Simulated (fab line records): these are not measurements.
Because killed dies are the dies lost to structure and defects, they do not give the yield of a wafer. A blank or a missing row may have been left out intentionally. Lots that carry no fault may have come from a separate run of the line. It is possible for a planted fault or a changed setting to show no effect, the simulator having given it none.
fab line records -- flow n5-finfet
record lots=4, wafers=12, last-day=18
route steps=1938 shown SD_EPI_P@302 SD_ACTIVATION@330 ILD0@335 BEOL_M4@1111 PASSIVATION@1936
lots untouched by any fault: they come from a run of this same line in which no faults occurred
start-h: start of the lot's first displayed wafer, in hours after the record's first day -- wait-h: hours since the lot's step before -- " identical to the entry in the row above -- L1.1+2: several wafers, shown together as one row -- - either no value or no given start -- * or withheld: withheld -- < > ~ a bound
route shown NAME@n: NAME is a module with steps in the file, n the number in the route of the first one -- usual: the fault-free wafers' mean and standard deviation -- same: alike in all rows -- chamber/n: place in a boat -- sites: readings site by site -- _std_site: their standard deviation -- _edge_site: the outer-site mean with the inner-site mean subtracted -- radius-mm: how far each site lies from the wafer's centre -- mask NAME#n: copy n -- behind: the last tool/chamber to shape the wafer -- hold: why the lot was held/for how many hours/how that ended -- device: transistor that didn't switch, given as n, p or np -- end of line: the route-end tests of the same wafers -- a step with no rows: only its recipe -- killed: count of dies lost to structure and defects at first sort (not the wafer's yield) -- map: dies across one wafer; x = killed, . = not, _ = none there
set.NAME: the setting the step ran with; set.NAME@STEP: the setting that earlier step ran with -- model.NAME: the simulator's own value behind a step, which no gauge read
lots at some steps of the route; a table a step, a row a wafer
services: when a tool's chamber went out of use (start-h, in hours from the record's first day, below 0 if earlier), for how many hours, and the reason
## steps
# step N5_SD_EPI_P_DEVELOP_08
# recipe develop-time-s=30, developer=TMAH, resist=CAR-ArF-block, dev-temp-c=23, rinse-liquid=diw, dry=air-spin
# step N5_SD_EPI_P_DESCUM_14
# recipe chemistry=O2, time-s=7.9, source-power-w=50, bias-power-w=20, pressure-mtorr=20, rf-frequency-hz=2.712e+07, temp-c=40, resist=CAR-ArF-block, o2-flow-sccm=225
# step N5_SD_EPI_P_ETCH_36
# recipe chemistry=CF4, target=SiARC, target-depth-a=455, mask-material=CAR-ArF-block, time-s=75.8, ion-energy-ev=80, pressure-mtorr=40, source-w=545, bias-w=36, Ar_flow_sccm=100, cf4-flow-sccm=100, ends=cleared
# step N5_SD_EPI_P_ETCH_37
# recipe chemistry=N2/H2, target=SOC, overetch-a=1080, mask-material=SiARC, temp-c=40, ion-energy-ev=100, source-w=3000, bias-w=133, pressure-mtorr=20, time-s=486, n2-flow-sccm=200, h2-flow-sccm=200, ends=end-point
# step N5_SD_EPI_P_STRIP_38
# recipe chemistry=N2/H2, temp-c=40, n2-flow-sccm=200, h2-flow-sccm=200, rf-frequency-hz=6e+07
# step N5_SD_EPI_P_ETCHBACK_46
# recipe chemistry=CH3F/O2, mode=anisotropic-etchback, target=SiNx, target-depth-a=175, stop-on=SiO2, over-etch-frac=0.3, ion-energy-ev=120, pressure-mtorr=30, source-w=395, bias-w=73, Ar_flow_sccm=150, CH3F_flow_sccm=30, O2_flow_sccm=20
# step N5_SD_EPI_P_ETCH_47
# recipe chemistry=CH3F/O2, target=SiOCN, target-depth-a=250, mask-material=SOC, ion-energy-ev=60, bias-w=29, pressure-mtorr=30, source-w=410, Ar_flow_sccm=150, CH3F_flow_sccm=30, O2_flow_sccm=20
# step N5_SD_EPI_P_ETCH_16
# recipe chemistry=CHF3/O2, target=SiO2, target-depth-a=50, mask-material=SOC, pressure-mtorr=30, source-w=650, bias-w=170, Ar_flow_sccm=200, CHF3_flow_sccm=50, O2_flow_sccm=5, ion-energy-ev=200
# step N5_SD_EPI_P_STRIP_50
# recipe chemistry=CHF3/O2, resist=SiARC, rf-frequency-hz=6e+07
# step N5_SD_EPI_P_SD_RECESS_17
# recipe chemistry=HBr/Cl2/O2, target-depth-a=391, bt-time-s=3, pressure-mtorr=10, icp-w=800, bias-w=112, HBr_flow_sccm=150, Cl2_flow_sccm=80, O2_flow_sccm=12
# usual drypump-motor-current-A=5.8/0.41, oes-product-au=1.001/0.013, throttle-valve-pct=37.06/0.22
lot.wafer,tool,chamber,start-h,wait-h,drypump-motor-current-A,oes-product-au,rf-hours-counter-h,throttle-valve-pct,model.etch.depth-nm,model.SD_EPI_P.feature-depth-nm
L675.1,rie-si-06,2,57.15,0.0,5.3,1.015,84,37.14,38.59,38.6
L675.4,rie-si-06,0,57.15,0.0,5.9,1.015,-,36.81,40.41,40.4
L675.6,rie-si-06,1,57.15,0.0,5.4,1.035,-,37.55,39.89,39.8
L689.1,rie-si-06,0,141.10,0.0,5.9,0.937,8,36.87,28.51,28.6
L689.4,rie-si-06,3,141.10,0.0,6.2,0.942,60,36.67,28.52,28.6
L689.6,rie-si-06,2,141.10,0.0,5.2,0.944,-,37.19,28.02,28
L692.3,rie-si-06,3,155.18,0.0,6.2,0.933,61,36.66,28.44,28.4
L692.5,rie-si-06,2,155.18,0.0,5.2,0.932,-,37.19,27.56,27.6
L692.6,rie-si-06,1,155.18,0.0,5.3,0.942,-,37.17,27.36,27.4
L696.2,rie-si-01,1,179.77,0.0,5.8,1.005,87,37.10,39.87,39.8
L696.4,rie-si-01,2,179.77,0.0,6.2,0.987,144,37.28,37.69,37.6
L696.6,rie-si-01,2,179.77,0.0,6.2,0.990,-,37.28,37.59,37.6
# step N5_SD_EPI_P_WET_ETCH_45
# recipe chemistry=dHF, dilution=withheld, time-s=10.7, target=SiO2, target-depth-a=20, temp-c=25, dry=ipa-marangoni, rinse-time-s=30, rinse-temp-c=23
# step N5_SD_EPI_P_STRIP_40
# recipe chemistry=N2/H2, power-w=1000, temp-c=250, h2-frac=0.65, overash-fraction=0.3, pressure-mtorr=withheld, n2-flow-sccm=1750, h2-flow-sccm=3250
# step N5_SD_EPI_P_PRECLEAN_52
# recipe chemistry=O3/DIW, time-s=60, temp-c=22, o3-ppm=10
# step N5_SD_EPI_P_SRD_20
# recipe dry=ipa-marangoni, do-ppb=5, time-s=30, temp-c=23, rinse-liquid=diw
# step N5_SD_EPI_P_PRECLEAN_51
# recipe chemistry=NF3:NH3, afs-cycles=1, temp-c=30, time-s=20, sublimation-temp-c=180, sublimation-time-s=60, pressure-torr=3, rf-power-w=30
# step N5_SD_EPI_P_VAPOR_ETCH_44
# recipe chemistry=NF3/Ar, target=SiGe30, temp-c=25, time-s=3.3, mode=isotropic
# step N5_SD_EPI_P_EPI_21
# recipe material=SiGe:B, dopant=B, temp-c=550, pressure-torr=20, ambient=H2, time-s=355
# step N5_SD_EPI_P_HM_STRIP_48
# recipe chemistry=H3PO4, temp-c=160, material=SiNx, target=SiNx, target-depth-a=30, overetch-fraction=0.3
# step N5_SD_EPI_P_SRD_49
# recipe dry=ipa-marangoni, time-s=30, temp-c=23, rinse-liquid=diw
# step N5_SD_EPI_P_PRECLEAN_24
# recipe chemistry=O3/DIW, time-s=45, temp-c=22, o3-ppm=10
# step N5_SD_EPI_P_PRECLEAN_32
# recipe chemistry=dHF, time-s=10, dilution=500:1, temp-c=25
# step N5_SD_EPI_P_PRECLEAN_33
# recipe chemistry=SC2, time-s=45, temp-c=35, mix=1:1:50
# step N5_SD_EPI_P_SRD_25
# recipe time-s=30, temp-c=23, rinse-liquid=diw, dry=ipa-marangoni
# step N5_SD_ACTIVATION_RTA_00
# recipe temp-c=975, time-s=0, ambient=N2, idle-temp-c=600, ramp-up-c-per-s=150, ramp-down-c-per-s=60, cool-to-c=600
# step N5_SD_ACTIVATION_LSA_01
# recipe temp-c=1080, time-s=0.0008, ambient=N2
# step N5_ILD0_LINER_00
# recipe material=SiNx, target-thk-a=40, temp-c=400, ald-precursor-family=SiH2I2, ald-co-reactant=N2/H2-plasma, pulse-time-s=1, purge-time-s=2, co-reactant-purge-time-s=2, ald-cycles=80, pressure-torr=2
# step N5_ILD0_FCVD_FILL_01
# recipe material=SiO2_flowable, target-thk-a=2000, temp-c=100, pressure-torr=0.8, rf-w=2000, time-s=328.3
# step N5_ILD0_CURE_02
# recipe temp-c=450, time-s=1800, ambient=steam, idle-temp-c=400, ramp-up-c-per-min=5, ramp-down-c-per-min=3, densification-p-h2o-torr=640
# step N5_ILD0_CMP_03
# recipe stop-on=SiNx, t-overpolish-s=1.9, post-cmp-clean=alkaline-brush, down-force-psi=4.1491, platen-rpm=51.796, pad-velocity-m-s=1.0306, target-thk-nm=197.38
# step N5_ILD0_CMP_07
# recipe stop-on=poly-Si, material=SiO2_flowable, t-overpolish-s=1.18, post-cmp-clean=alkaline-brush, down-force-psi=4.1491, platen-rpm=51.796, pad-velocity-m-s=1.0306, target-thk-nm=138.88
# step N5_ILD0_PRECLEAN_10
# recipe chemistry=NF3:NH3, afs-cycles=5, time-s=20, temp-c=30, sublimation-temp-c=180, sublimation-time-s=60, pressure-torr=3, rf-power-w=30
# step N5_ILD0_ALD_15
# recipe material=SiNx, target-thk-a=240, temp-c=400, ald-precursor-family=SiH2I2, ald-co-reactant=N2/H2-plasma, pulse-time-s=1, ald-cycles=480, purge-time-s=2, co-reactant-purge-time-s=2, pressure-torr=2
# step N5_BEOL_M4_RC_MEAS_101
# usual CJ_P=5.82/0.23, DIBL_N=36.5/1.9, DIBL_P=36.4/2.2, IOFF_N=0.17/0.034, IOFF_P=0.21/0.036, ION_N=678/12, ION_P=462/7.1, REXT_P=99.3/2.3, SS_N=71.7/0.61, SS_P=73.4/0.71, VT_N=249/3.5, VT_P=-251/3, VT_P_LVT=-98.7/2.8
lot.wafer,tool,chamber,start-h,wait-h,CJ_P,DIBL_N[mV/V],DIBL_P[mV/V],IOFF_N[nA/um],IOFF_P[nA/um],ION_N[uA/um],ION_P[uA/um],REXT_P[ohm.um],SS_N[mV/dec],SS_P[mV/dec],VT_N[mV],VT_P[mV],VT_P_LVT[mV]
L675.1,prober-01,0,185.69,0.0,5.41,37.4,36.8,0.19,0.22,689,459,100.5,72.2,74.1,246,-253,-97.7
L675.4,prober-01,0,185.69,0.0,6.01,35.6,35.5,0.15,0.20,672,459,100.4,71.5,73.1,252,-252,-97.5
L675.6,prober-01,0,185.69,0.0,5.70,36.9,37.2,0.17,0.23,681,462,100.7,71.7,73.8,249,-251,-96.8
L689.1,prober-02,0,282.52,0.0,3.28,35.1,31.8,0.13,0.12,653,396,110.0,71.7,72.6,253,-263,-110.2
L689.4,prober-02,0,282.52,0.0,3.41,34.2,31.5,0.13,0.12,664,398,108.7,71.0,72.3,251,-261,-108.4
L689.6,prober-02,0,282.52,0.0,3.20,36.2,33.6,0.16,0.14,673,400,110.6,71.8,73.2,252,-260,-107.6
L692.3,prober-01,0,300.15,0.3,3.32,37.2,36.0,0.18,0.16,694,407,109.3,71.7,73.1,244,-257,-107.0
L692.5,prober-01,0,300.15,0.3,2.63,36.3,35.0,0.17,0.14,699,403,110.7,71.5,72.4,248,-259,-108.2
L692.6,prober-01,0,300.15,0.3,3.18,36.2,34.7,0.16,0.14,684,399,110.0,71.4,73.3,251,-259,-108.0
L696.2,prober-01,0,308.18,0.3,5.80,35.7,37.7,0.17,0.20,696,474,101.3,71.8,73.0,247,-252,-97.2
L696.4,prober-01,0,308.18,0.3,5.83,36.2,37.8,0.18,0.19,694,459,104.2,72.1,73.6,249,-253,-99.2
L696.6,prober-01,0,308.18,0.3,5.66,36.0,37.4,0.17,0.19,691,455,104.7,72.1,73.1,249,-253,-99.5
# step N5_PASSIVATION_PROBE_49
# usual defect-limited-yield=91.0/1.5, killed_at_M0_to_M3=35/11, killed_at_M4_up=13/5, killed-at-contacts=12/5.9, killed-at-front-end=42/13, killed-at-other=3/3.2, killed-dies=106/18, killed-open=69/13, killed-short=35/8.9, sort_bin_5_function=5.2/0.95, sort_bin_6_memory=3.3/0.71, sort_bin_8_speed=0.00/0.016, sort-n-pass=1074/18, sort-yield-pct=91.0/1.5
# same gross-dies=1180, killed-at-back-side=0, sort_bin_4_leakage[%]=0
lot.wafer,tool,chamber,start-h,wait-h,defect-limited-yield[%],killed_at_M0_to_M3,killed_at_M4_up,killed-at-contacts,killed-at-front-end,killed-at-other,killed-dies,killed-open,killed-short,sort_bin_5_function[%],sort_bin_6_memory[%],sort_bin_8_speed[%],sort-n-pass,sort-yield-pct[%]
L675.1,prober-02,-,304.70,0.0,90.1,47,14,17,38,1,117,85,31,6.0,3.7,0,1063,90.1
L675.4,prober-02,-,304.85,0.2,89.9,50,11,13,42,3,119,76,43,5.5,4.3,0,1061,89.9
L675.6,prober-02,-,304.95,0.3,89.8,49,14,17,39,1,120,82,38,6.0,3.7,0,1060,89.8
L689.1,prober-01,-,392.04,0.0,92.0,30,17,16,29,2,94,72,22,5.1,2.7,92.03,0,0
L689.4,prober-01,-,392.19,0.2,93.1,20,11,7,40,4,82,58,24,4.2,2.6,93.05,0,0
L689.6,prober-01,-,392.29,0.3,90.8,26,12,13,45,12,108,59,41,4.6,3.3,90.85,0,0
L692.3,prober-02,-,414.19,0.1,90.1,40,18,6,50,3,117,76,31,5.8,2.8,90.00,1,0.1
L692.5,prober-02,-,414.29,0.2,91.4,27,16,8,48,3,102,67,30,5.0,3.1,91.36,0,0
L692.6,prober-02,-,414.34,0.3,90.8,31,10,10,55,3,109,68,28,4.7,3.6,90.76,0,0
L696.2,prober-02,-,436.13,0.1,92.4,34,9,16,31,0,90,65,25,4.5,2.9,0,1090,92.4
L696.4,prober-02,-,436.23,0.2,92.6,35,14,4,32,2,87,59,24,4.7,2.2,0,1093,92.6
L696.6,prober-02,-,436.33,0.3,93.0,32,8,18,23,2,83,60,22,3.7,3.1,0,1097,93.0
# killed by level:class
L675.1 BEOL_M1:geometric-particle:open=21 MOL_CONTACT_COAG:geometric-particle:open=13 STI_FIN_REVEAL:geometric-particle:open=9 FIN_SAQP:geometric-particle:open=8 BEOL_M3:geometric-particle:open=6 BEOL_M4:geometric-particle:open=6 DUMMY_GATE:geometric-particle:open=5 BEOL_M0_SAQP:geometric-particle:open=5
L675.4 STI_FIN_REVEAL:geometric-particle:open=13 FIN_SAQP:geometric-particle:short=12 BEOL_M0_SAQP:geometric-particle:short=12 BEOL_M0_SAQP:geometric-particle:open=10 MOL_CONTACT_COAG:geometric-particle:open=9 BEOL_M2:geometric-particle:open=7 BEOL_M3:geometric-particle:open=6 BEOL_M1:geometric-particle:open=5
L675.6 BEOL_M0_SAQP:geometric-particle:short=15 MOL_CONTACT_COAG:geometric-particle:open=13 BEOL_M0_SAQP:geometric-particle:open=9 BEOL_M3:geometric-particle:open=9 STI_FIN_REVEAL:geometric-particle:open=8 BEOL_M1:geometric-particle:open=8 FIN_SAQP:geometric-particle:open=7 STARTING-WAFER:geometric-particle:open=6
L689.1 MOL_CONTACT_COAG:geometric-particle:open=13 FIN_SAQP:geometric-particle:open=11 BEOL_M1:geometric-particle:open=10 BEOL_M3:geometric-particle:open=8 STI_FIN_REVEAL:geometric-particle:open=7 BEOL_M4:geometric-particle:open=7 BEOL_M0_SAQP:geometric-particle:short=5 BEOL_M4:geometric-particle:short=4
L689.4 FIN_SAQP:geometric-particle:open=11 BEOL_M4:geometric-particle:open=7 DUMMY_GATE:geometric-particle:open=6 GATE_CUT:geometric-particle:short=5 BEOL_M1:geometric-particle:open=5 STI_FIN_REVEAL:geometric-particle:open=4 MOL_CONTACT_COAG:geometric-particle:open=4 BEOL_M0_SAQP:geometric-particle:open=4
L689.6 STI_FIN_REVEAL:geometric-particle:open=10 MOL_CONTACT_COAG:geometric-particle:open=9 HKMG_FIN:area-etch=7 GATE_CUT:geometric-particle:short=6 BEOL_M0_SAQP:geometric-particle:open=6 MIM_TOP_ETCH:geometric-particle:short=5 MIM_TOP_ETCH:geometric-particle:open=5 MOL_CONTACT_COAG:geometric-particle:short=4
L692.3 BEOL_M0_SAQP:geometric-particle:short=10 HKMG_FIN:area-etch=10 STI_FIN_REVEAL:geometric-particle:open=9 BEOL_M3:geometric-particle:open=9 BEOL_M0_SAQP:geometric-particle:open=9 BEOL_M4:geometric-particle:open=9 FIN_SAQP:geometric-particle:open=8 MOL_CONTACT_COAG:geometric-particle:open=5
L692.5 DUMMY_GATE:geometric-particle:open=11 FIN_SAQP:geometric-particle:open=10 FIN_SAQP:geometric-particle:short=8 MOL_CONTACT_COAG:geometric-particle:open=7 BEOL_M4:geometric-particle:open=7 BEOL_M0_SAQP:geometric-particle:open=6 BEOL_M0_SAQP:geometric-particle:short=5 BEOL_M3:geometric-particle:open=5
L692.6 FIN_SAQP:geometric-particle:open=12 HKMG_FIN:area-etch=11 BEOL_M3:geometric-particle:open=10 STI_FIN_REVEAL:geometric-particle:open=8 MOL_CONTACT_COAG:geometric-particle:open=8 BEOL_M0_SAQP:geometric-particle:open=6 BEOL_M2:geometric-particle:open=6 BEOL_M4:geometric-particle:open=6
L696.2 MOL_CONTACT_COAG:geometric-particle:open=13 STI_FIN_REVEAL:geometric-particle:open=12 DUMMY_GATE:geometric-particle:open=7 BEOL_M0_SAQP:geometric-particle:short=7 BEOL_M2:geometric-particle:open=6 BEOL_M3:geometric-particle:open=6 BEOL_M0_SAQP:geometric-particle:open=5 BEOL_M3:geometric-particle:short=4
L696.4 BEOL_M0_SAQP:geometric-particle:open=10 BEOL_M3:geometric-particle:open=10 STI_FIN_REVEAL:geometric-particle:open=7 BEOL_M0_SAQP:geometric-particle:short=7 DUMMY_GATE:geometric-particle:open=5 BEOL_M4:geometric-particle:open=5 FIN_SAQP:geometric-particle:short=3 DUMMY_GATE:geometric-particle:short=3
L696.6 MOL_CONTACT_COAG:geometric-particle:open=16 BEOL_M0_SAQP:geometric-particle:open=11 BEOL_M0_SAQP:geometric-particle:short=9 BEOL_M4:geometric-particle:open=5 STI_FIN_REVEAL:geometric-particle:open=4 STARTING-WAFER:geometric-particle:open=4 GATE_CUT:geometric-particle:short=3 GATE_CUT:geometric-particle:open=3
# map L689.6 (x killed, . not)
_________________......x..x..________________
______________............xxx..x_____________
___________........................__________
__________......x............x......_________
________................x...x........._______
_______....x.x.........................______
______..................x......x..x....._____
_____...x..x..........x..................____
____.................x...x................___
___x..x..................................x.__
___x.x........x....................x....x..__
__.....x.......................x............_
__x..............................x......x..._
_.........x..............xx..................
_x.....................x...............x.x..x
_.......................x...................x
_.......x.....................xx..........x..
_x.....x...x.................x...............
_.x..................x......x...x............
_.........x..................................
_..................x...x...x.x...............
__................x......x...........x......_
__x....x.................x.............x.xx._
___x................x......x.......x..x....__
___x....x........x...........x.............__
____.x.......x...........................x___
_____..........x.x..........x............____
______x...x..........xxx.x.xx...x......x_____
_______..........x......x............x.______
________................x.......x..x.x_______
__________......x.................x._________
___________....x......x........x...__________
______________...........x......_____________
_________________...........x________________
# map L692.3 (x killed, . not)
_________________.....xx.....________________
______________............x....._____________
___________............x....x....x.__________
__________...................x......_________
________.....x.x............x........._______
_______.......................x...x...x______
______x...xx............................_____
_____.....x.........x.......x...........x____
____.............x...x...x...........x....___
___x...x....x...........................x..__
___.........x..........................x...__
__......x.x...................x.....x......._
__.x........................................_
_...........x..........x.....................
_.....................x...........x..........
_......................x....x...x....x.......
_.........x...................xx............x
_.........x.....xx.....x...x.......x.........
_x...........x.x.x...........x.x.........x...
_......x..x.............x........x...........
_........x..x............x...........xx..x...
__..................x.............x..x......_
__..x.............................x.x......x_
___.x.......x....x.......x.............x...__
___.....................................x..__
____x.xx.............x......x.x...........___
_____...........xx.......................____
______......x.x....x...................._____
_______.........x...x.....x..........xx______
________................x............._______
__________....x.....x.....x...x....._________
___________....x.x........x......x.__________
______________.x...x.....x..x..x_____________
_________________..xxx.....x.________________
## services
tool,chamber,start-h,hours,kind
rie-si-06,3,54.54,12.4,repair
rie-si-06,1,80.29,-,clean
rie-si-06,1,80.29,21.0,scheduled-down
rie-si-06,1,80.29,21.0,vent-cycle
rie-si-01,1,167.47,8.7,repair
## key
first-sign step=N5_SD_EPI_P_SD_RECESS_17, reading=oes-product-au, direction=down, sigmas=4.9, usual=1.001, struck=0.939
effect step=N5_BEOL_M4_RC_MEAS_101, reading=CJ_P, direction=down, sigmas=11, usual=5.82, struck=3.17
effect step=N5_BEOL_M4_RC_MEAS_101, reading=ION_P, direction=down, sigmas=8.6, usual=462, struck=400
effect step=N5_BEOL_M4_RC_MEAS_101, reading=REXT_P, direction=up, sigmas=4.5, usual=99.3, struck=109.9
effect step=N5_BEOL_M4_RC_MEAS_101, reading=VT_P_LVT, direction=down, sigmas=3.4, usual=-98.7, struck=-108.2
effect step=N5_BEOL_M4_RC_MEAS_101, reading=VT_P, direction=down, sigmas=2.9, usual=-251, struck=-260
effect step=N5_BEOL_M4_RC_MEAS_101, reading=IOFF_P, direction=down, sigmas=2, usual=0.21, struck=0.13, wafers-moved=2
effect step=N5_PASSIVATION_PROBE_49, reading=sort_bin_8_speed, direction=up, sigmas=99+, usual=0.00, struck=91.34
model-effect step=N5_SD_EPI_P_SD_RECESS_17, value=etch.depth-nm, without=39.44, struck=28.07
met-at N5_SD_EPI_P_SD_RECESS_17
struck-wafers L689.1,L689.4,L689.6,L692.3,L692.5,L692.6
baseline-loss step=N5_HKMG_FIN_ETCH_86, wafers=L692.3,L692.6
onset-between 57.15 141.10
fault kind=process-parameter-drift, tool=rie-si-06, chamber=-, onset-h=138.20, steps=N5_SD_EPI_P_SD_RECESS_17, channel=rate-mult, offset=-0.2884, shape=step, end-h=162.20
# baseline-loss: these wafers lose ten dies or more at that step, a loss of the line's own and not of a fault; the sort's usual values leave them out
